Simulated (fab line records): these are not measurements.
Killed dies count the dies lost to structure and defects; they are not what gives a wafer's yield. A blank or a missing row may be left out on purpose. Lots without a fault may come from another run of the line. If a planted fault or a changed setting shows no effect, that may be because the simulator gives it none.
fab line records	flow nandHarc
record: lots: 12	wafers: 36	lastDay: 23
route steps=1159 shown A_SLIT@803 A_WL_FILL@811 END@1159
lots untouched by any fault: they come from a run of this same line in which no faults occurred
startH: start of the lot's first displayed wafer, in hours after the record's first day	waitH: hours from the lot's prior step to this one	" unchanged from the row above	L1.1+2: several wafers, shown together as one row	- no value, or no start given	* or withheld: withheld	< > ~ a bound
route shown NAME@n: NAME is a module with steps in the file, n the number in the route of the first one	usual: mean and standard deviation over wafers with no fault	same: alike in all rows	chamber/n: place in a boat	sites: each site's reading	_std_site: standard deviation of those values	_edge_site: inner sites' mean taken away from outer sites' mean	radiusMm: for every site, how far away it sits from the centre of the wafer	mask NAME#n: copy n	behind: the last tool/chamber to shape the wafer	hold: why the lot was held/for how many hours/how that ended	device: which transistor (n, p or np) failed to switch	end of line: tests of these same wafers at the route's end	a step without rows: its recipe alone	killed: not the wafer's yield, but the dies lost to structure and defects at the first sort	map: shows each die of a wafer: x if killed, . if not, _ if none is there
set.NAME: the setting the step ran with; set.NAME@STEP: the setting that earlier step ran with	model.NAME: the simulator's own value behind a step, which no gauge read
the route's steps for a sample of lots (tables are steps, rows are wafers)
services: a tool's chamber out of use, with start hour (startH, from the record's first day; less than 0 if before it), hours out, and reason
== steps ==
step: NHARC_A_SLIT_CD_MEAS_21
usual: cdNm: 289.5/1.2
lot.wafer	tool	chamber	startH	waitH	cdNm
L458.2	cdSem-02	-	315.54	-	290.6
L458.3	"	-	"	"	288.5
L458.4	"	-	"	"	289.9
L459.1	cdSem-03	-	336.58	-	290.5
L459.3	"	-	"	"	290.5
L459.4	"	-	"	"	291.4
L460.1	cdSem-03	-	336.87	-	290.1
L460.3	"	-	"	"	287.2
L460.6	"	-	"	"	286.8
L461.1	cdSem-01	-	338.24	-	287.6
L461.3	"	-	"	"	287.2
L461.5	"	-	"	"	285.7
L464.2	cdSem-01	-	345.76	-	288.6
L464.5	"	-	"	"	290.0
L464.6	"	-	"	"	288.9
L463.1	cdSem-01	-	345.94	-	288.2
L463.4	"	-	"	"	289.1
L463.5	"	-	"	"	289.6
L462.2	cdSem-02	-	347.43	-	290.4
L462.5	"	-	"	"	287.8
L462.6	"	-	"	"	290.8
L466.1	cdSem-01	-	374.31	-	288.6
L466.2	"	-	"	"	289.8
L466.6	"	-	"	"	290.3
L465.2	cdSem-03	-	375.91	-	288.6
L465.5	"	-	"	"	289.5
L465.6	"	-	"	"	289.5
L468.1	cdSem-03	-	385.71	-	289.6
L468.5	"	-	"	"	291.1
L468.6	"	-	"	"	288.9
L467.3	cdSem-02	-	386.21	-	291.5
L467.4	"	-	"	"	290.4
L467.5	"	-	"	"	292.1
L473.3	cdSem-01	-	412.41	-	288.6
L473.4	"	-	"	"	289.4
L473.5	"	-	"	"	288.5
step: NHARC_A_WL_FILL_ALD_02
recipe: targetThkA: 20	pulseTimeS: 3	aldCycles: 100	tempC: 450	material: TiN
usual: heaterPowerOuterW: 745/75	heaterPowerW: 1137/130	precursorPulseHeightRel: 1.000/0.021	susceptorTempC: 450.02/0.26
lot.wafer	tool	chamber	startH	waitH	heaterPowerOuterW	heaterPowerW	precursorPulseHeightRel	sinceWetCleanH	susceptorTempC
L458.3	aldMetal-01	3	324.37	0.2	792	1174	1.025	34	450.46
L458.4	"	0	"	"	735	984	1.008	34	450.19
L458.2	"	1	"	"	612	892	1.045	35	450.03
L459.1	aldMetal-04	0	344.80	0.2	794	1278	1.021	107	450.31
L459.3	"	1	"	"	809	1206	1.002	107	450.16
L459.4	"	0	"	"	783	1215	0.989	-	450.09
L461.1	aldMetal-03	2	345.14	0.3	713	1050	1.019	13	450.13
L461.3	"	3	"	"	757	1183	1.016	13	450.22
L461.5	"	1	"	"	562	936	1.015	-	450.41
L460.1	aldMetal-04	0	345.14	0.2	813	1230	1.017	107	450.22
L460.3	"	1	"	"	813	1279	0.989	107	450.04
L460.6	"	3	"	"	744	1234	1.035	-	449.79
L463.1	aldMetal-01	3	354.12	0.2	795	1147	1.011	64	450.30
L463.4	"	1	"	"	610	887	0.977	64	450.11
L463.5	"	2	"	"	743	1205	1.014	-	450.11
L462.2	aldMetal-03	0	354.33	0.2	730	1199	0.997	22	-
L462.6	"	2	"	"	702	1054	0.994	-	-
L462.5	"	3	"	"	744	1144	0.954	-	-
L464.2	aldMetal-04	0	354.46	0.3	797	1205	1.017	117	450.11
L464.5	"	3	"	"	759	1207	0.989	-	450.13
L464.6	"	0	"	"	790	1238	0.983	-	449.99
L466.2	aldMetal-03	1	382.54	0.2	550	943	0.988	51	449.76
L466.1	"	2	"	"	702	1039	1.031	51	449.97
L466.6	"	1	"	"	545	926	0.977	-	450.02
L465.2	aldMetal-01	2	382.75	0.2	760	1183	0.996	93	449.57
L465.6	"	1	"	"	606	872	1.029	-	450.18
L465.5	"	2	"	"	780	1224	1.008	-	449.63
L468.1	aldMetal-04	3	394.05	0.3	757	1240	1.019	156	449.69
L468.6	"	1	"	"	816	1236	0.990	-	450.32
L468.5	"	2	"	"	777	1182	1.009	-	450.00
L467.4	aldMetal-03	0	394.22	0.2	751	1191	1.007	62	450.55
L467.3	"	1	"	"	547	960	0.992	62	449.75
L467.5	"	3	"	"	766	1189	1.011	-	449.65
L473.3	aldMetal-04	3	419.31	0.2	714	1154	0.987	3	450.31
L473.4	"	0	"	"	812	1290	0.971	3	450.10
L473.5	"	1	"	"	827	1320	1.033	-	450.19
step: NHARC_A_WL_FILL_STRIP_27
recipe: powerW: 1500	tempC: 250	timeS: 20	chemistry: N2/H2
usual: drypumpMotorCurrentA: 5.7/0.44	heaterPowerW: 316/45
lot.wafer	tool	chamber	startH	waitH	drypumpMotorCurrentA	heaterPowerW	rfHoursCounterH
L458.2	plasmaAsher-01	0	328.56	0.2	5.6	248	14
L458.3	"	0	"	"	5.7	241	-
L458.4	"	1	"	"	5.3	289	-
L459.1	plasmaAsher-02	1	353.58	0.4	5.4	335	56
L459.4	"	0	"	"	6.4	372	-
L459.3	"	1	"	"	5.4	343	-
L461.1	plasmaAsher-01	0	356.13	0.1	5.6	234	23
L461.3	"	1	"	"	5.3	288	-
L461.5	"	0	"	"	5.6	239	-
L460.1	plasmaAsher-02	1	357.40	0.1	5.4	341	57
L460.3	"	0	"	"	6.4	378	-
L460.6	"	1	"	"	5.4	330	-
L463.1	plasmaAsher-02	0	359.47	0.1	6.4	368	58
L463.4	"	1	"	"	5.4	331	-
L463.5	"	1	"	"	5.4	330	-
L462.2	plasmaAsher-01	0	360.30	0.2	5.6	239	24
L462.5	"	1	"	"	5.3	282	-
L462.6	"	0	"	"	5.6	244	-
L464.2	plasmaAsher-01	1	362.62	0.4	5.3	293	25
L464.5	"	0	"	"	5.6	243	-
L464.6	"	1	"	"	5.4	292	-
L466.2	plasmaAsher-01	0	395.42	0.1	5.7	240	38
L466.1	"	1	"	"	5.3	289	38
L466.6	"	0	"	"	5.7	252	-
L465.2	plasmaAsher-02	1	395.72	0.1	5.4	314	7
L465.5	"	0	"	"	6.4	380	-
L465.6	"	1	"	"	5.4	315	-
L468.1	plasmaAsher-02	0	399.79	0.2	6.4	370	9
L468.6	"	1	"	"	5.4	314	-
L468.5	"	0	"	"	6.4	371	-
L467.4	plasmaAsher-01	1	399.84	0.1	5.3	287	-
L467.3	"	0	"	"	5.6	245	-
L467.5	"	0	"	"	5.6	245	-
L473.3	plasmaAsher-02	0	431.07	0.1	6.4	372	-
L473.4	"	1	"	"	5.4	314	-
L473.5	"	0	"	"	6.4	370	-
step: NHARC_A_WL_FILL_ALD_10
recipe: targetThkA: 500	pulseTimeS: 10	aldCycles: 500	tempC: 300	material: SiO2
usual: heaterPowerOuterW: 266/28	heaterPowerW: 478/51	precursorPulseHeightRel: 1.001/0.022	susceptorTempC: 300.00/0.18
lot.wafer	tool	chamber	startH	waitH	heaterPowerOuterW	heaterPowerW	precursorPulseHeightRel	sinceWetCleanH	susceptorTempC
L458.2	aldHk-01	1	334.51	0.7	208	380	0.997	97	300.19
L458.4	"	2	"	"	239	435	0.995	97	299.90
L458.3	"	3	"	"	252	458	0.998	98	300.07
L459.1	aldHk-02	0	358.80	0.1	231	430	0.981	70	300.05
L459.3	"	2	359.82	1.1	251	452	1.013	71	300.15
L459.4	"	3	"	"	291	517	1.026	71	300.25
L461.3	aldHk-03	2	358.80	0.1	240	455	0.998	24	299.95
L461.1	"	0	359.83	1.1	297	584	0.970	25	300.13
L461.5	"	2	360.86	2.1	242	458	0.973	-	299.56
L463.1	aldHk-02	1	363.23	0.1	289	518	0.977	74	299.80
L463.4	"	2	"	"	256	453	1.014	75	299.75
L463.5	"	2	365.80	2.6	256	453	1.030	-	299.72
L460.3	aldHk-03	0	363.23	0.1	309	575	1.004	28	300.29
L460.1	"	2	364.27	1.1	246	457	1.000	29	299.89
L460.6	"	1	365.83	2.7	268	445	1.035	-	299.84
L462.2	aldHk-01	3	363.85	0.7	251	449	1.002	126	300.09
L462.6	"	3	368.00	4.8	252	445	1.015	-	300.17
L462.5	"	0	369.04	5.9	277	512	0.971	-	300.18
L464.2	aldHk-03	0	369.40	1.6	296	585	1.024	34	299.78
L464.6	"	1	"	"	258	450	1.023	-	299.99
L464.5	"	2	"	"	244	451	1.011	-	299.75
L466.2	aldHk-02	1	400.61	0.1	293	526	1.007	111	299.97
L466.1	"	3	401.63	1.1	290	501	0.978	112	299.81
L466.6	"	2	403.15	2.6	254	454	1.016	-	300.08
L465.2	aldHk-01	1	400.64	0.1	205	383	0.994	163	299.78
L465.5	"	1	402.69	2.1	209	373	1.026	-	299.76
L465.6	"	2	"	"	245	431	1.007	-	300.26
L468.1	aldHk-02	1	405.51	0.6	295	510	0.951	116	300.21
L468.5	"	0	407.06	2.1	232	439	1.007	-	300.07
L468.6	"	1	"	"	295	512	0.981	-	300.19
L467.3	aldHk-03	1	406.43	1.5	270	448	0.978	71	299.79
L467.4	"	3	407.46	2.5	291	492	0.969	72	299.81
L467.5	"	1	408.50	3.5	261	449	1.023	-	300.01
L473.4	aldHk-02	0	437.72	0.6	241	447	0.991	148	304.36
L473.3	"	1	"	"	296	514	1.003	149	299.88
L473.5	"	0	439.77	2.6	245	445	0.979	-	304.58
step: NHARC_END_SORT_01
recipe: tempC: 25
usual: killedAtArray: 28/11	killedAtOther: 0.7/0.88	killedAtPeriphery: 3.1/2.2	killedDies: 31/12	killedOpen: 3.3/2	killedShort: 2.0/1.6
same: grossDies: 677
lot.wafer	tool	chamber	startH	waitH	killedAtArray	killedAtOther	killedAtPeriphery	killedDies	killedOpen	killedShort
L458.2	prober-02	0	444.26	2.8	33	3	3	39	3	3
L458.3	prober-02	0	445.07	3.1	23	2	2	27	4	1
L458.4	prober-02	0	445.88	3.4	16	2	4	22	1	0
L463.1	prober-01	0	466.92	2.5	16	1	4	21	5	1
L463.4	prober-01	0	469.28	3.4	18	0	4	22	5	2
L463.5	prober-01	0	470.07	3.6	24	0	3	27	3	1
L462.2	prober-02	0	467.87	2.8	13	2	0	15	3	3
L462.5	prober-02	0	470.28	3.7	9	1	1	11	1	0
L462.6	prober-02	0	471.09	4.0	11	0	2	13	1	2
L468.1	prober-02	0	506.44	2.5	44	1	2	47	5	1
L468.5	prober-02	0	509.70	3.8	33	1	1	35	1	1
L468.6	prober-02	0	510.52	4.1	40	0	2	42	3	0
L473.3	prober-02	0	545.68	3.1	13	0	2	15	2	2
L473.4	prober-02	0	546.47	3.4	18	0	3	21	2	3
L473.5	prober-02	0	547.26	3.7	11	0	3	14	1	1
killed by level:class
L458.2 A_CHANNEL_HOLE_D1:chamberFilmFlake=12 A_SLIT:chamberFilmFlake=7 A_STAIRCASE:chamberFilmFlake=6 A_CONTACT:chamberFilmFlake=2 THIN_TSV:chamberFilmFlake=2 P_M1:geometricParticle:short=1 A_ONON_D1:geometricParticle:open=1 A_CHANNEL_HOLE_D1:geometricParticle:short=1
L458.3 A_CHANNEL_HOLE_D1:chamberFilmFlake=9 A_SLIT:chamberFilmFlake=5 A_CONTACT:chamberFilmFlake=4 A_CONTACT:geometricParticle:open=2 THIN_TSV:chamberFilmFlake=2 P_CONTACT:geometricParticle:open=1 P_M0:geometricParticle:short=1 A_SOURCE_PLATE:geometricParticle:open=1
L458.4 A_CHANNEL_HOLE_D1:chamberFilmFlake=7 A_SLIT:chamberFilmFlake=4 A_CONTACT:chamberFilmFlake=3 P_GATE:chamberFilmFlake=2 A_STAIRCASE:chamberFilmFlake=2 THIN_TSV:chamberFilmFlake=2 P_M0:geometricParticle:open=1 P_STI:chamberFilmFlake=1
L463.1 A_SLIT:chamberFilmFlake=8 P_GATE:chamberFilmFlake=2 A_CHANNEL_HOLE_D1:chamberFilmFlake=2 P_STI:geometricParticle:open=1 P_CONTACT:geometricParticle:short=1 A_ONON_D1:geometricParticle:open=1 A_SGD_CUT:geometricParticle:open=1 A_CONTACT:geometricParticle:open=1
L462.2 A_CHANNEL_HOLE_D1:chamberFilmFlake=3 A_STAIRCASE:chamberFilmFlake=2 A_CHANNEL_FILL_D1:geometricParticle:short=1 A_SGD_CUT:geometricParticle:open=1 A_WL_FILL:geometricParticle:short=1 A_CONTACT:geometricParticle:short=1 A_M0:geometricParticle:open=1 A_BONDPAD:geometricParticle:open=1
L463.4 A_SLIT:chamberFilmFlake=8 A_CHANNEL_HOLE_D1:chamberFilmFlake=3 P_GATE:geometricParticle:open=1 P_M2:geometricParticle:open=1 A_ONON_D1:geometricParticle:open=1 A_CHANNEL_HOLE_D1:geometricParticle:short=1 A_SGD_CUT:geometricParticle:open=1 A_SGD_CUT:geometricParticle:short=1
L463.5 A_SLIT:chamberFilmFlake=13 A_STAIRCASE:chamberFilmFlake=4 P_ZERO_WELL:chamberFilmFlake=2 A_CHANNEL_HOLE_D1:chamberFilmFlake=2 A_CHANNEL_FILL_D1:geometricParticle:short=1 A_CHANNEL_FILL_D1:geometricParticle:open=1 A_BLC:geometricParticle:open=1 A_M0:geometricParticle:open=1
L462.5 A_WL_FILL:chamberFilmFlake=3 A_CHANNEL_HOLE_D1:chamberFilmFlake=2 A_STAIRCASE:chamberFilmFlake=2 A_CONTACT:geometricParticle:open=1 P_GATE:chamberFilmFlake=1 A_CONTACT:chamberFilmFlake=1 THIN_TSV:chamberFilmFlake=1
L462.6 P_ZERO_WELL:chamberFilmFlake=2 A_CHANNEL_HOLE_D1:chamberFilmFlake=2 A_STAIRCASE:chamberFilmFlake=2 A_CONTACT:chamberFilmFlake=2 A_CHANNEL_FILL_D1:geometricParticle:short=1 A_CHANNEL_FILL_D1:geometricParticle:open=1 A_WL_FILL:geometricParticle:short=1 A_CHANNEL_FILL_D1:chamberFilmFlake=1
L468.1 A_CHANNEL_HOLE_D1:chamberFilmFlake=16 A_SLIT:chamberFilmFlake=13 A_CONTACT:chamberFilmFlake=4 A_WL_FILL:geometricParticle:open=3 A_STAIRCASE:chamberFilmFlake=2 A_M1:chamberFilmFlake=2 A_WL_FILL:chamberFilmFlake=2 P_GATE:geometricParticle:open=1
L468.5 A_CHANNEL_HOLE_D1:chamberFilmFlake=13 A_SLIT:chamberFilmFlake=8 A_STAIRCASE:chamberFilmFlake=5 A_CHANNEL_FILL_D1:chamberFilmFlake=2 A_WL_FILL:chamberFilmFlake=2 A_BLC:geometricParticle:short=1 A_BONDPAD:geometricParticle:open=1 P_GATE:chamberFilmFlake=1
L468.6 A_SLIT:chamberFilmFlake=15 A_CHANNEL_HOLE_D1:chamberFilmFlake=14 A_STAIRCASE:chamberFilmFlake=5 A_CONTACT:chamberFilmFlake=2 A_M1:chamberFilmFlake=2 P_M0:geometricParticle:open=1 A_SOURCE_PLATE:geometricParticle:open=1 A_WL_FILL:geometricParticle:open=1
L473.3 A_CHANNEL_HOLE_D1:chamberFilmFlake=4 A_CONTACT:geometricParticle:short=2 P_ZERO_WELL:chamberFilmFlake=2 A_STAIRCASE:chamberFilmFlake=2 A_CONTACT:chamberFilmFlake=2 A_ONON_D1:geometricParticle:open=1 A_M0:geometricParticle:open=1 A_ZERO_WELL:chamberFilmFlake=1
L473.4 A_CHANNEL_HOLE_D1:chamberFilmFlake=6 A_ZERO_WELL:chamberFilmFlake=4 A_STAIRCASE:chamberFilmFlake=4 P_M0:geometricParticle:short=1 A_ONON_D1:geometricParticle:short=1 A_WL_FILL:geometricParticle:short=1 A_CONTACT:geometricParticle:open=1 A_BLC:geometricParticle:open=1
L473.5 A_CONTACT:chamberFilmFlake=5 A_CHANNEL_HOLE_D1:chamberFilmFlake=2 P_M0:geometricParticle:open=1 A_M0:geometricParticle:short=1 P_ZERO_WELL:chamberFilmFlake=1 P_M0:chamberFilmFlake=1 A_ZERO_WELL:chamberFilmFlake=1 A_CHANNEL_FILL_D1:chamberFilmFlake=1
== services ==
tool	chamber	startH	hours	kind
aldMetal-03	-	322.00	10.0	pm
aldHk-03	-	326.14	10.0	pm
aldMetal-04	1	327.67	7.3	repair
aldMetal-04	2	343.04	16.6	repair
aldMetal-01	2	359.99	1.8	repair
plasmaAsher-02	-	360.00	9.0	pm
plasmaAsher-02	0	360.00	9.0	ventCycle
plasmaAsher-02	1	360.00	9.0	ventCycle
plasmaAsher-02	0	369.00	-	clean
plasmaAsher-02	1	369.00	-	clean
aldMetal-04	-	374.14	1.5	repair
aldMetal-04	-	387.57	6.2	repair
plasmaAsher-02	-	390.89	1.3	repair
aldMetal-01	3	394.95	22.3	repair
aldMetal-04	-	406.00	10.0	pm
aldMetal-04	0	406.00	10.0	ventCycle
aldMetal-04	1	406.00	10.0	ventCycle
aldMetal-04	2	406.00	10.0	ventCycle
aldMetal-04	3	406.00	10.0	ventCycle
aldHk-01	-	406.83	10.0	pm
aldMetal-04	0	416.00	-	clean
aldMetal-03	0	421.64	4.9	repair
aldMetal-01	-	428.66	0.7	repair
aldMetal-03	-	435.17	1.0	repair
== key ==
firstSign: step: NHARC_A_WL_FILL_ALD_10	reading: susceptorTempC	direction: up	sigmas: 25	usual: *	struck: *
effect none on later readings
metAt NHARC_A_WL_FILL_ALD_10
struckLots L473
struckWafers L473.4,L473.5
testerLeftOut L473
notActingAt NHARC_A_SLIT_CD_MEAS_21,NHARC_A_WL_FILL_ALD_02,NHARC_A_WL_FILL_STRIP_27
onsetBetween 405.51 437.72
fault: kind: processParameterDrift	tool: aldHk-02	chamber: 0	onsetH: 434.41	steps: NHARC_A_WL_FILL_ALD_10	channel: tempC	offset: *	shape: step	endH: 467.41	actsIn: *	stated: *
testerLeftOut: of these lots the tester's yield and bins aren't shown, on N5 and GAA mostly nor the transistor test; their killed dies are dies lost to structure and defects alone, not to doping, threshold or leakage, so they don't give the yield
